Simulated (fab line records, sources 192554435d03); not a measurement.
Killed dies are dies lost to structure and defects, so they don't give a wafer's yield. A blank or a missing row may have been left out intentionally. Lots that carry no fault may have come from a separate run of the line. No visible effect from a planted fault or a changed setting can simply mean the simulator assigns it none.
fab line records	flow n5Finfet
[record] lots = 11	wafers = 29	lastDay = 17
route steps=1938 shown BEOL_M5@1130 PASSIVATION@1936
lots that met no fault: from a run of the same line without faults
startH: the number of hours between the record's first day and the start of the first shown wafer of the lot	waitH: time in hours since the lot's previous step	" as in the row above	L1.1+2: a single row standing in for several wafers	- value missing, or start not given	* or withheld: withheld	< > ~ a bound
route shown NAME@n: NAME is a module with steps in the file, n the number in the route of the first one	usual: mean/standard deviation taken from wafers without a fault	same: alike in all rows	chamber/n: place in a boat	sites: per-site readings	_std_site: standard deviation across them	_edge_site: inner sites' mean taken away from outer sites' mean	radiusMm: for every site, how far away it sits from the centre of the wafer	mask NAME#n: copy n	behind: the last tool/chamber to shape the wafer	hold: why the lot went on hold/how many hours it stayed there/how the hold came to an end	device: the n, p or np transistor that did not switch	end of line: the same wafers' tests at the end of the route	a step with no rows: only its recipe	killed: dies lost to structure and defects at the first sort, not the wafer's yield	map: shows each die of a wafer: x if killed, . if not, _ if none is there
set.NAME: the setting as run; set.NAME@STEP: as run at that earlier step	model.NAME: the simulator's own value behind a step, which no gauge read
a sample of lots followed through the steps of the route, with each step as a table and each wafer as a row
services: a tool's chamber out of use, with start hour (startH, from the record's first day; less than 0 if before it), hours out, and reason
[[steps]]
[step N5_BEOL_M5_ETCH_72]
[recipe] chemistry = N2/H2	target = underlayer	targetDepthA = 65	maskMaterial = CAR-EUV	timeS = 5.2	ionEnergyEv = 200	pressureMtorr = 30	sourceW = 840	biasW = 150	n2FlowSccm = 200	h2FlowSccm = 200	ends = cleared
[usual] drypumpMotorCurrentA = 5.6/0.52	etchRfOnTimeS = 5.17/0.14	oesProductAu = 0.68/0.089	rfVppV = 523.7/2.9	showerheadPlenumPTorr = 2.53/0.096	throttleValvePct = 17.7/0.35
lot.wafer	tool	chamber	startH	waitH	drypumpMotorCurrentA	etchRfOnTimeS	oesProductAu	rfHoursCounterH	rfVppV	showerheadPlenumPTorr	throttleValvePct
L208.4	rieDiel-04	2	161.84	0.0	6.3	5.05	0.62	213	524.1	2.52	18.2
L208.5	"	3	"	"	6.0	5.18	0.66	-	523.4	2.45	17.8
L208.6	"	0	"	"	5.1	5.11	0.62	-	521.1	2.41	17.8
L209.2	rieDiel-04	0	177.41	0.0	5.1	5.15	0.60	208	519.6	2.41	17.7
L209.3	"	2	"	"	6.3	5.07	0.61	217	522.8	2.52	18.3
L209.4	"	1	"	"	5.0	5.28	0.62	167	520.8	2.42	17.9
L212.1	rieDiel-05	0	196.64	0.0	5.5	5.13	0.76	50	526.7	2.57	17.2
L212.2	"	1	"	"	5.8	5.53	0.58	245	519.4	2.42	18.1
L212.4	"	0	"	"	5.5	5.13	0.76	-	527.4	2.57	17.2
L215.2	rieDiel-05	2	205.24	0.0	5.7	5.21	0.56	248	525.0	2.60	17.4
L215.3	"	1	"	"	5.8	5.55	0.57	249	520.6	2.41	18.0
L215.5	"	1	"	"	5.8	5.53	0.57	-	519.7	2.41	18.1
L218.1	rieDiel-03	0	225.72	0.0	5.6	5.09	0.85	1	523.6	2.49	17.7
L218.2	"	2	"	"	6.6	5.27	0.65	172	526.1	2.62	17.6
L218.4	"	3	"	"	5.5	5.01	0.80	15	522.4	2.49	17.8
L217.1	rieDiel-05	3	225.93	0.0	5.0	4.94	0.84	7	523.8	2.49	17.1
L217.5	"	2	"	"	5.7	5.18	0.56	-	525.5	2.59	17.4
L219.5	rieDiel-05	0	229.02	0.0	5.5	5.26	0.73	-	526.7	2.56	17.2
L219.6	"	3	"	"	5.0	5.00	0.84	-	521.1	2.49	17.1
L226.1	rieDiel-03	1	276.80	0.0	4.9	5.26	0.70	75	527.0	2.68	18.2
L226.6	"	2	"	"	6.6	5.25	0.62	-	526.4	2.61	17.7
L227.2	rieDiel-03	2	280.55	0.0	6.6	5.18	0.63	186	527.2	2.61	17.7
L227.4	"	3	"	"	5.5	4.99	0.77	32	523.3	2.48	17.8
L227.6	"	3	"	"	5.4	4.93	0.77	-	522.8	2.49	17.8
L229.1	rieDiel-03	0	302.81	0.0	5.7	4.93	0.80	22	521.8	2.48	17.7
L229.5	"	1	"	"	4.9	5.15	0.70	-	528.0	2.68	18.2
L230.1	rieDiel-03	0	309.10	0.0	5.7	4.97	0.78	25	522.6	2.48	17.7
L230.2	"	1	"	"	4.9	5.20	0.69	82	528.5	2.68	18.2
L230.6	"	2	"	"	6.6	5.23	0.62	-	526.4	2.61	17.7
[step N5_BEOL_M5_EXPOSE_25]
[recipe] maskId = V4	na = 0.33	sourceShape = quasar	sigmaInner = 0.2	sigmaOuter = 0.6	polarization = unpolarized	defocusNm = 10	doseMj = 52.75
[usual] exposureDoseMJCm2 = 52.68/0.056
[same] sigmaInner = 0.2	sigmaOuter = 0.6
lot.wafer	tool	chamber	startH	waitH	mask	exposureDoseMJCm2
L208.4	euvScanner-01	0	162.59	-	V4#0	52.73
L208.5	"	0	"	"	V4#0	52.73
L208.6	"	0	"	"	V4#0	52.72
L209.2	euvScanner-01	0	178.12	-	V4#0	52.76
L209.3	"	0	"	"	V4#0	52.72
L209.4	"	0	"	"	V4#0	52.75
L212.1	euvScanner-01	0	198.05	-	V4#0	51.98
L212.2	"	0	"	"	V4#0	52.04
L212.4	"	0	"	"	V4#0	52.03
L215.2	euvScanner-01	0	206.05	-	V4#0	52.16
L215.3	"	0	"	"	V4#0	52.20
L215.5	"	0	"	"	V4#0	52.14
L218.1	euvScanner-02	0	226.46	-	V4#0	52.67
L218.2	"	0	"	"	V4#0	52.54
L218.4	"	0	"	"	V4#0	52.67
L217.1	euvScanner-02	0	226.59	-	V4#0	52.54
L217.5	"	0	"	"	V4#0	52.64
L219.5	euvScanner-02	0	231.66	-	V4#0	52.69
L219.6	"	0	"	"	V4#0	52.70
L226.1	euvScanner-02	0	278.92	-	V4#0	52.68
L226.6	"	0	"	"	V4#0	52.61
L227.2	euvScanner-02	0	284.44	-	V4#0	52.69
L227.4	"	0	"	"	V4#0	52.70
L227.6	"	0	"	"	V4#0	52.64
L229.1	euvScanner-02	0	303.52	-	V4#0	52.67
L229.5	"	0	"	"	V4#0	52.70
L230.1	euvScanner-02	0	309.93	-	V4#0	52.69
L230.2	"	0	"	"	V4#0	52.67
L230.6	"	0	"	"	V4#0	52.65
[step N5_BEOL_M5_CD_MEAS_28]
[recipe] targetCdNm = 30.6	landingEnergyEv = 500	detector = seInlens	targetCdYNm = 20	polarity = opening
[usual] cdNm = 30.64/0.29
lot.wafer	tool	chamber	startH	waitH	cdNm
L208.4	cdSem-02	0	162.71	-	30.79
L208.5	"	0	"	"	30.60
L208.6	"	0	"	"	30.02
L209.2	cdSem-01	0	178.25	-	30.70
L209.3	"	0	"	"	30.58
L209.4	"	0	"	"	30.82
L212.1	cdSem-02	0	198.19	-	30.21
L212.2	"	0	"	"	29.98
L212.4	"	0	"	"	29.95
L215.2	cdSem-03	0	206.18	-	30.83
L215.3	"	0	"	"	30.56
L215.5	"	0	"	"	30.74
L218.1	cdSem-01	0	226.60	-	30.81
L218.2	"	0	"	"	30.57
L218.4	"	0	"	"	30.67
L217.1	cdSem-02	0	226.73	-	31.01
L217.5	"	0	"	"	31.01
L219.5	cdSem-03	0	231.77	-	30.70
L219.6	"	0	"	"	30.51
L226.1	cdSem-03	0	279.06	-	30.93
L226.6	"	0	"	"	30.75
L227.2	cdSem-03	0	284.57	-	30.99
L227.4	"	0	"	"	30.23
L227.6	"	0	"	"	30.54
L229.1	cdSem-01	0	303.66	-	30.46
L229.5	"	0	"	"	30.45
L230.1	cdSem-03	0	310.07	-	31.06
L230.2	"	0	"	"	30.44
L230.6	"	0	"	"	30.17
[step N5_BEOL_M5_VIA_ETCH_34]
[recipe] chemistry = C4F6/O2	target = SiCOH_lowk	targetDepthA = 883	maskMaterial = SOC	taperDeg = 4	timeS = 39.2	ionEnergyEv = 250	pressureMtorr = 30	sourceW = 345	biasW = 185	Ar_flow_sccm = 300	C4F6_flow_sccm = 10	O2_flow_sccm = 10
[usual] O2_flow_sccm = 9.996/0.03	drypumpMotorCurrentA = 5.6/0.55	oesProductAu = 0.80/0.1	rfVppV = 657/12	showerheadPlenumPTorr = 2.83/0.098	throttleValvePct = 20.76/0.22
[same] timeS = 39.2
lot.wafer	tool	chamber	startH	waitH	O2_flow_sccm	drypumpMotorCurrentA	oesProductAu	rfHoursCounterH	rfVppV	showerheadPlenumPTorr	throttleValvePct
L208.4	rieDiel-05	3	163.13	0.0	9.933	5.0	0.68	244	644	2.79	20.57
L208.5	"	2	"	"	9.954	5.7	0.67	-	665	2.93	20.56
L208.6	"	3	"	"	9.974	5.0	0.68	-	645	2.79	20.57
L209.2	rieDiel-05	3	178.88	0.0	9.961	5.0	0.68	250	645	2.79	20.57
L209.3	"	0	"	"	10.063	5.5	0.90	43	664	2.89	20.32
L209.4	"	1	"	"	9.948	5.8	0.68	237	659	2.71	20.87
L212.1	rieDiel-03	1	198.49	0.0	10.044	4.9	0.85	52	670	2.98	21.01
L212.2	"	2	"	"	9.957	6.6	0.75	162	668	2.94	20.72
L212.4	"	2	"	"	9.969	6.6	0.75	-	669	2.94	20.69
L215.2	rieDiel-03	3	206.49	0.0	9.966	5.4	0.96	8	652	2.80	20.84
L215.3	"	2	"	"	9.950	6.6	0.75	165	668	2.94	20.72
L215.5	"	2	"	"	9.962	6.6	0.76	-	669	2.94	20.73
L218.1	rieDiel-05	0	226.90	0.0	9.995	5.4	0.86	61	664	2.88	20.37
L218.2	"	2	"	"	10.034	5.7	0.65	254	664	2.91	20.57
L218.4	"	3	"	"	9.983	5.0	0.97	-	646	2.79	20.17
L217.1	rieDiel-04	0	227.06	0.0	9.988	5.1	0.70	223	676	2.69	20.73
L217.5	"	2	"	"	10.011	6.3	0.70	-	641	2.79	21.06
L219.5	rieDiel-03	1	232.09	0.0	10.035	4.9	0.85	-	669	2.98	21.04
L219.6	"	0	"	"	10.029	5.6	0.97	-	647	2.79	20.67
L226.1	rieDiel-04	3	279.56	0.0	10.003	6.1	0.75	157	643	2.72	20.81
L226.6	"	2	"	"	9.996	6.3	0.69	-	642	2.78	21.09
L227.2	rieDiel-03	0	284.87	0.0	9.995	5.6	0.92	19	649	2.78	20.69
L227.4	"	2	"	"	9.969	6.6	0.74	186	669	2.93	20.75
L227.6	"	3	"	"	10.038	5.4	0.91	-	651	2.79	20.86
L229.1	rieDiel-03	3	303.96	0.0	9.923	5.5	0.90	36	651	2.79	20.87
L229.5	"	1	"	"	9.965	4.9	0.83	-	669	2.97	21.06
L230.1	rieDiel-05	3	310.37	0.0	10.012	5.0	0.91	34	645	2.78	20.22
L230.2	"	2	"	"	10.018	5.7	0.96	12	664	2.91	20.28
L230.6	"	0	"	"	9.932	5.5	0.83	-	663	2.87	20.39
[step N5_PASSIVATION_PROBE_49]
[usual] defectLimitedYield = 91.5/1.6	killed_at_M0_to_M3 = 33/10	killed_at_M4_up = 13/5.6	killedAtContacts = 13/6	killedAtFrontEnd = 39/12	killedAtOther = 3.0/2.8	killedDies = 101/19	killedOpen = 65/13	killedShort = 32/8.3	sort_bin_5_function = 5.0/1	sort_bin_6_memory = 3.1/0.69	sortNPass = 1079/19	sortYieldPct = 91.5/1.6
[same] grossDies = 1180	killedAtBackSide = 0	sort_bin_4_leakage[%] = 0	sort_bin_8_speed[%] = 0
lot.wafer	tool	chamber	startH	waitH	defectLimitedYield[%]	killed_at_M0_to_M3	killed_at_M4_up	killedAtContacts	killedAtFrontEnd	killedAtOther	killedDies	killedOpen	killedShort	sort_bin_5_function[%]	sort_bin_6_memory[%]	sortNPass	sortYieldPct[%]
L212.1	prober-02	-	286.85	0.0	90.4	54	13	7	36	3	113	62	43	4.9	4.3	1067	90.4
L212.2	prober-02	-	286.90	0.1	87.5	60	19	13	48	8	148	81	60	7.0	4.5	1032	87.5
L212.4	prober-02	-	287.00	0.2	88.8	40	32	15	40	5	132	81	46	6.0	4.3	1048	88.8
L215.3	prober-02	-	312.04	0.1	88.7	54	24	14	35	6	133	84	38	6.3	4.0	1047	88.7
L215.5	prober-02	-	312.14	0.2	90.2	32	27	11	34	12	116	67	36	4.9	3.9	1064	90.2
// killed by level:class
L212.1 BEOL_M0_SAQP:geometricParticle:open=17 BEOL_M0_SAQP:geometricParticle:short=15 BEOL_M1:geometricParticle:open=7 STARTING-WAFER:geometricParticle:open=6 BEOL_M2:geometricParticle:open=6 BEOL_M5:areaExpose=5 STI_FIN_REVEAL:geometricParticle:open=4 DUMMY_GATE:geometricParticle:open=4
L212.2 BEOL_M0_SAQP:geometricParticle:open=20 BEOL_M0_SAQP:geometricParticle:short=17 FIN_SAQP:geometricParticle:short=10 MOL_CONTACT_COAG:geometricParticle:open=9 STI_FIN_REVEAL:geometricParticle:open=8 FIN_SAQP:geometricParticle:open=6 BEOL_M1:geometricParticle:open=6 BEOL_M2:geometricParticle:short=5
L212.4 BEOL_M4:geometricParticle:open=15 BEOL_M2:geometricParticle:open=13 BEOL_M0_SAQP:geometricParticle:short=11 MOL_CONTACT_COAG:geometricParticle:open=9 BEOL_M0_SAQP:geometricParticle:open=7 STI_FIN_REVEAL:geometricParticle:open=6 MOL_CONTACT_COAG:geometricParticle:short=5 BEOL_M4:geometricParticle:short=5
L215.3 BEOL_M0_SAQP:geometricParticle:open=13 MOL_CONTACT_COAG:geometricParticle:open=11 BEOL_M0_SAQP:geometricParticle:short=9 BEOL_M1:geometricParticle:open=9 BEOL_M2:geometricParticle:open=9 BEOL_M4:geometricParticle:open=9 BEOL_M3:geometricParticle:open=5 HKMG_FIN:areaEtch=5
L215.5 BEOL_M0_SAQP:geometricParticle:open=10 STI_FIN_REVEAL:geometricParticle:open=8 MOL_CONTACT_COAG:geometricParticle:open=6 BEOL_M4:geometricParticle:open=6 HKMG_FIN:areaEtch=6 FIN_SAQP:geometricParticle:open=5 BEOL_M1:geometricParticle:open=5 MIM_TOP_ETCH:geometricParticle:open=5
[[services]]
tool	chamber	startH	hours	kind
euvScanner-01	-	144.57	1.2	repair
euvScanner-01	-	153.09	1.0	pm
rieDiel-03	3	162.99	-	clean
rieDiel-03	3	162.99	-	consumableReplace:focusRing
rieDiel-03	3	162.99	17.8	scheduledDown
rieDiel-03	3	162.99	17.8	ventCycle
rieDiel-05	3	180.01	-	clean
euvScanner-02	-	181.43	1.0	pm
rieDiel-04	1	183.48	4.8	repair
euvScanner-02	-	185.99	1.1	repair
rieDiel-03	0	193.33	-	clean
rieDiel-03	0	193.33	-	consumableReplace:focusRing
rieDiel-03	0	193.33	26.6	scheduledDown
rieDiel-03	0	193.33	26.6	ventCycle
euvScanner-01	-	209.24	1.0	pm
euvScanner-01	-	225.28	4.6	pm
euvScanner-01	-	231.23	1.8	repair
euvScanner-01	-	233.45	2.0	repair
euvScanner-02	-	236.51	0.1	repair
euvScanner-02	-	237.58	1.0	pm
euvScanner-02	-	247.72	4.6	pm
euvScanner-02	-	256.36	0.5	repair
euvScanner-01	-	265.39	1.0	pm
euvScanner-02	-	293.73	1.0	pm
[[key]]
[firstSign] step = N5_BEOL_M5_EXPOSE_25	reading = exposureDoseMJCm2	direction = down	sigmas = 10	usual = 52.68	struck = 52.09
effect none on later readings
metAt N5_BEOL_M5_EXPOSE_25
struckLots L212,L215
rowsEnd L215.2
[loopTrim] step = N5_BEOL_M5_EXPOSE_25	setting = dose	lots = L212,L215
notActingAt N5_BEOL_M5_ETCH_72,N5_BEOL_M5_CD_MEAS_28,N5_BEOL_M5_VIA_ETCH_34
onsetBetween 178.12 198.05
[fault] kind = processParameterDrift	tool = euvScanner-01	chamber = -	onsetH = 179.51	steps = N5_BEOL_M5_EXPOSE_25	channel = doseMj	offset = -0.80635	shape = step	actsIn = theseRecipesOnly	stated = 52.75
// rowsEnd: these wafers met a further fault down the route, and their rows from its step on are left out
// loopTrim: a control loop set the setting to another value than it would have without faults
